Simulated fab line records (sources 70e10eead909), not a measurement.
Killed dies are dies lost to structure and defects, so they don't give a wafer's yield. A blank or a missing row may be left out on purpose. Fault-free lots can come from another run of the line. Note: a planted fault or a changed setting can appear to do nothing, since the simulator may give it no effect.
Matching of chambers | flow nand-harc | rie-diel-02 running NHARC_A_SGD_CUT_DESCUM_14: 4 sister chambers
The step chemistry O2, time 3 s. 20 wafers are shown with their chamber, then 10 later ones without.

## EACH WAFER AND ITS CHAMBER
wafer  | chamber | drypump-motor-current-A (A) | rf-vpp-V (V) | oes-product-au (a.u.)
L075.2 | 0       | 6.1                         | 58.1         | 1.004
L075.4 | 3       | 6.3                         | 58.8         | 1.005
L075.5 | 2       | 6.0                         | 58.1         | 1.009
L074.3 | 0       | 6.2                         | 57.7         | 1.011
L074.4 | 2       | 6.0                         | 57.7         | 1.010
L074.6 | 1       | 5.9                         | 55.4         | 1.000
L078.1 | 1       | 5.9                         | 55.9         | 1.002
L078.3 | 2       | 6.0                         | 58.3         | 1.014
L078.4 | 0       | 6.2                         | 57.1         | 1.006
L079.1 | 3       | 6.4                         | 58.3         | 1.001
L079.5 | 0       | 6.2                         | 57.5         | 1.000
L079.6 | 3       | 6.4                         | 59.2         | 1.003
L080.2 | 3       | 6.4                         | 59.0         | 1.006
L080.3 | 0       | 6.2                         | 58.0         | 1.003
L080.6 | 3       | 6.4                         | 58.4         | 1.018
L086.2 | 3       | 6.4                         | 57.1         | 1.001
L086.5 | 0       | 6.1                         | 57.1         | 0.989
L086.6 | 3       | 6.4                         | 57.9         | 1.017
L090.1 | 3       | 6.4                         | 57.4         | 1.005
L090.3 | 2       | 6.0                         | 57.6         | 0.997

SIGNATURES, as means of the wafers listed above
reading                 | chamber 0 | chamber 1 | chamber 2 | chamber 3 | scatter within a chamber
drypump-motor-current-A | 6.167     | 5.900     | 6.000     | 6.388     | 0.0372
rf-vpp-V                | 57.583    | 55.650    | 57.925    | 58.263    | 0.578
oes-product-au          | 1.00217   | 1.00100   | 1.00750   | 1.00700   | 0.00687
Rule: for a wafer and a chamber, the distance is found by dividing, reading by reading, the gap between the wafer's reading and the chamber's mean by the reading's scatter, squaring, summing and taking the root. The wafer belongs to the nearest chamber; if the next one is less than 2 further off, it can't be placed. The scatter: the root of (the sum of the squares of (reading less its chamber's mean) over the shown wafers, divided by (wafers less chambers)).

## WAFERS MISSING THEIR CHAMBER
wafer  | drypump-motor-current-A (A) | rf-vpp-V (V) | oes-product-au (a.u.)
L090.5 | 6.0                         | 58.0         | 0.991
L095.1 | 6.0                         | 57.1         | 1.017
L095.4 | 5.8                         | 58.1         | 0.998
L095.6 | 6.0                         | 57.0         | 1.015
L093.4 | 5.8                         | 57.4         | 1.008
L093.5 | 6.0                         | 59.3         | 1.016
L093.6 | 6.3                         | 58.8         | 1.007
L096.4 | 5.8                         | 56.8         | 1.000
L096.5 | 6.2                         | 58.6         | 0.990
L096.6 | 5.8                         | 57.8         | 1.012

## WHICH CHAMBER EACH WENT THROUGH
wafer  | from the rows above     | in truth
L090.5 | 2                       | 2
L095.1 | 2                       | 2
L095.4 | can't be placed: 1 or 2 | 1
L095.6 | 2                       | 2
L093.4 | can't be placed: 1 or 2 | 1
L093.5 | 2                       | 2
L093.6 | can't be placed: 3 or 0 | 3
L096.4 | 1                       | 1
L096.5 | 0                       | 0
L096.6 | can't be placed: 1 or 2 | 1
Placed correctly: 6 of 10. These rows do not allow placing 4 (true chamber among the candidates in 4). Wrongly placed: 0.
